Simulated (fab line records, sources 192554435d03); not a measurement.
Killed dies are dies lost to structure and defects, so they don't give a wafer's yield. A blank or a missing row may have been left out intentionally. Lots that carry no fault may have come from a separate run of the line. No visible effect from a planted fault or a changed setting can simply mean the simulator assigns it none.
Split-lot experiment || flow n5_finfet || on a route of 1938 steps: 7 lots, 21 wafers read

## ABOUT THE SPLIT
At N5_BEOL_M5_COAT_22 (resist thk 30 nm), the setting spin_rpm was moved away from the recipe's 1500 rpm on 6 of the 21 wafers read, by -4.3% to +10.2%. The other wafers ran this setting at the recipe's value.

## FROM THE SPLIT TO THE READING: what the file shows between them, 4 steps
- N5_BEOL_M5_EBR_24
- N5_BEOL_M5_SOFTBAKE_23: time 60 s
- N5_BEOL_M5_DESCUM_33: chemistry O2, time 7 s
- N5_BEOL_M5_ETCH_75: etches underlayer in N2/H2, target depth 6.5 nm, time 5.2 s

## THE READING
CAR-EUV_of_BEOL_M5_COAT_22.thk_nm (the simulator's own value, which no gauge read), in nm, at N5_BEOL_M5_ETCH_67 (etches SiARC in CF4, target depth 15.6 nm, time 26 s). No usual value for it is given in the file. Here, 15 wafers ran the recipe; their average is 11.1 nm with a standard deviation of 0.12 nm.

{"wafer": "L088.3", "tool, chamber at the split": "litho_track-05, 0", "spin_rpm as run, rpm": 1500, "against the recipe": "recipe", "CAR-EUV_of_BEOL_M5_COAT_22.thk_nm, nm": 11, "against lot-mates on the recipe": "-"}
{"wafer": "L088.6", "tool, chamber at the split": "litho_track-05, 0", "spin_rpm as run, rpm": 1500, "against the recipe": "recipe", "CAR-EUV_of_BEOL_M5_COAT_22.thk_nm, nm": 11, "against lot-mates on the recipe": "-"}
{"wafer": "L088.5", "tool, chamber at the split": "litho_track-05, 0", "spin_rpm as run, rpm": 1500, "against the recipe": "recipe", "CAR-EUV_of_BEOL_M5_COAT_22.thk_nm, nm": 11.2, "against lot-mates on the recipe": "-"}
{"wafer": "L089.2", "tool, chamber at the split": "litho_track-01, 0", "spin_rpm as run, rpm": 1653, "against the recipe": "+10.2%", "CAR-EUV_of_BEOL_M5_COAT_22.thk_nm, nm": 9.8, "against lot-mates on the recipe": -1.2}
{"wafer": "L089.5", "tool, chamber at the split": "litho_track-01, 0", "spin_rpm as run, rpm": 1500, "against the recipe": "recipe", "CAR-EUV_of_BEOL_M5_COAT_22.thk_nm, nm": 11, "against lot-mates on the recipe": "-"}
{"wafer": "L089.6", "tool, chamber at the split": "litho_track-01, 0", "spin_rpm as run, rpm": 1653, "against the recipe": "+10.2%", "CAR-EUV_of_BEOL_M5_COAT_22.thk_nm, nm": 9.6, "against lot-mates on the recipe": -1.4}
{"wafer": "L090.4", "tool, chamber at the split": "litho_track-01, 0", "spin_rpm as run, rpm": 1500, "against the recipe": "recipe", "CAR-EUV_of_BEOL_M5_COAT_22.thk_nm, nm": 11.2, "against lot-mates on the recipe": "-"}
{"wafer": "L090.5", "tool, chamber at the split": "litho_track-01, 0", "spin_rpm as run, rpm": 1599, "against the recipe": "+6.6%", "CAR-EUV_of_BEOL_M5_COAT_22.thk_nm, nm": 10.2, "against lot-mates on the recipe": -0.9}
{"wafer": "L090.6", "tool, chamber at the split": "litho_track-01, 0", "spin_rpm as run, rpm": 1500, "against the recipe": "recipe", "CAR-EUV_of_BEOL_M5_COAT_22.thk_nm, nm": 11, "against lot-mates on the recipe": "-"}
{"wafer": "L091.3", "tool, chamber at the split": "litho_track-01, 0", "spin_rpm as run, rpm": 1500, "against the recipe": "recipe", "CAR-EUV_of_BEOL_M5_COAT_22.thk_nm, nm": 11, "against lot-mates on the recipe": "-"}
{"wafer": "L091.4", "tool, chamber at the split": "litho_track-01, 0", "spin_rpm as run, rpm": 1500, "against the recipe": "recipe", "CAR-EUV_of_BEOL_M5_COAT_22.thk_nm, nm": 11, "against lot-mates on the recipe": "-"}
{"wafer": "L091.5", "tool, chamber at the split": "litho_track-01, 0", "spin_rpm as run, rpm": 1436, "against the recipe": "-4.3%", "CAR-EUV_of_BEOL_M5_COAT_22.thk_nm, nm": 11.8, "against lot-mates on the recipe": "+0.8"}
{"wafer": "L093.3", "tool, chamber at the split": "litho_track-01, 0", "spin_rpm as run, rpm": 1500, "against the recipe": "recipe", "CAR-EUV_of_BEOL_M5_COAT_22.thk_nm, nm": 11.2, "against lot-mates on the recipe": "-"}
{"wafer": "L093.4", "tool, chamber at the split": "litho_track-01, 0", "spin_rpm as run, rpm": 1500, "against the recipe": "recipe", "CAR-EUV_of_BEOL_M5_COAT_22.thk_nm, nm": 11.4, "against lot-mates on the recipe": "-"}
{"wafer": "L093.5", "tool, chamber at the split": "litho_track-01, 0", "spin_rpm as run, rpm": 1622, "against the recipe": "+8.1%", "CAR-EUV_of_BEOL_M5_COAT_22.thk_nm, nm": 9.8, "against lot-mates on the recipe": -1.5}
{"wafer": "L092.2", "tool, chamber at the split": "litho_track-02, 0", "spin_rpm as run, rpm": 1440, "against the recipe": "-4.0%", "CAR-EUV_of_BEOL_M5_COAT_22.thk_nm, nm": 12, "against lot-mates on the recipe": "+0.9"}
{"wafer": "L092.4", "tool, chamber at the split": "litho_track-02, 0", "spin_rpm as run, rpm": 1500, "against the recipe": "recipe", "CAR-EUV_of_BEOL_M5_COAT_22.thk_nm, nm": 11, "against lot-mates on the recipe": "-"}
{"wafer": "L092.5", "tool, chamber at the split": "litho_track-02, 0", "spin_rpm as run, rpm": 1500, "against the recipe": "recipe", "CAR-EUV_of_BEOL_M5_COAT_22.thk_nm, nm": 11.2, "against lot-mates on the recipe": "-"}
{"wafer": "L094.1", "tool, chamber at the split": "litho_track-01, 0", "spin_rpm as run, rpm": 1500, "against the recipe": "recipe", "CAR-EUV_of_BEOL_M5_COAT_22.thk_nm, nm": 11.2, "against lot-mates on the recipe": "-"}
{"wafer": "L094.5", "tool, chamber at the split": "litho_track-01, 0", "spin_rpm as run, rpm": 1500, "against the recipe": "recipe", "CAR-EUV_of_BEOL_M5_COAT_22.thk_nm, nm": 11.2, "against lot-mates on the recipe": "-"}
{"wafer": "L094.6", "tool, chamber at the split": "litho_track-01, 0", "spin_rpm as run, rpm": 1500, "against the recipe": "recipe", "CAR-EUV_of_BEOL_M5_COAT_22.thk_nm, nm": 11.2, "against lot-mates on the recipe": "-"}

FIT RESULTS
A straight line over all 21 wafers: CAR-EUV_of_BEOL_M5_COAT_22.thk_nm changes by -0.15 nm for each +1% of spin_rpm; r = -0.98; the points scatter about the line by 0.14 nm.
The same after taking each lot's own level away (the mean of its wafers on the recipe; 21 wafers): -0.149 nm for each +1%; r = -0.97; scatter 0.14 nm.
That fit puts the effect of the largest move of spin_rpm on the reading at 1.5 nm.
Across the lots, their own levels run from 11.00 to 11.30 nm, a range of 2.5 times the standard deviation given above.
The two slopes agree, so the slope changes little with the lot-to-lot level.
Check: for one of the wafers moved furthest among these (+10.2%), held out of the fit, the line's prediction against its lot-mates is -1.61 nm. It came out at -1.2 nm against them.

## THE WHOLE CHAIN: every reading that the file lists as answering this split, in the file's order
{"step": "N5_BEOL_M5_COAT_22", "what it does": "resist thk 30 nm", "reading": "CAR-EUV_of_BEOL_M5_COAT_22.thk_nm (the simulator's own value, which no gauge read)", "change (the file's fit)": "-0.143 nm for each +1% of the setting", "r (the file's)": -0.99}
{"step": "N5_BEOL_M5_ETCH_67", "what it does": "etches SiARC in CF4, target depth 15.6 nm, time 26 s", "reading": "CAR-EUV_of_BEOL_M5_COAT_22.thk_nm (the simulator's own value, which no gauge read)", "change (the file's fit)": "-0.155 nm for each +1% of the setting", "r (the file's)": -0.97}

## THE FILE'S OWN FIT
CAR-EUV_of_BEOL_M5_COAT_22.thk_nm changes by -0.155 nm for each +1% of spin_rpm, r = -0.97.
